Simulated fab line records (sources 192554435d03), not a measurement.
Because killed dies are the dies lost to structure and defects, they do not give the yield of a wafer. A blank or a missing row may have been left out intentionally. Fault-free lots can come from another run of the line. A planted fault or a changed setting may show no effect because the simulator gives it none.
Chamber matching    flow n5-finfet    N5_BEOL_M5_VIA_ETCH_34 on rie-diel-01 has 4 sister chambers
The step etches SiCOH lowk in C4F6/O2, target depth 88.3 nm, time 39.2 s. 4 wafers are shown with their chamber, then 10 later ones without.

== WAFERS WITH THEIR CHAMBER ==
wafer   chamber  showerhead-plenum-p-Torr (Torr)
L089.4  2        2.89
L089.6  0        2.90
L090.2  3        2.72
L090.4  1        2.84

== WAFERS MISSING THEIR CHAMBER ==
wafer   showerhead-plenum-p-Torr (Torr)
L090.6  2.89
L092.1  2.72
L092.3  2.89
L092.4  2.90
L095.2  2.72
L095.5  2.89
L095.6  2.84
L097.2  2.83
L097.5  2.89
L097.6  2.72

== EACH ONE'S CHAMBER ==
wafer    from the rows above   in truth
L090.6   2                     2
L092.1   3                     3
L092.3   2                     2
L092.4   0                     0
L095.2   3                     3
L095.5   2                     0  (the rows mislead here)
L095.6   1                     1
L097.2   1                     1
L097.5   2                     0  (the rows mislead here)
L097.6   3                     3
Correctly placed: 8 of 10. Not placeable from these rows: 0. Number placed wrongly: 2.
How it was worked out, from the rows above alone: a wafer's distance from a chamber is the root of the sum, over the readings, of the square of ((its reading less the chamber's mean) divided by the reading's scatter). If the next closest chamber is less than 2 further off than the closest, the wafer can't be placed; otherwise it belongs to the closest. A chamber's mean is the mean of its shown wafers. The scatter: with one shown wafer a chamber, the root of the mean of the squares of how far each hidden wafer lies from its nearest shown one.
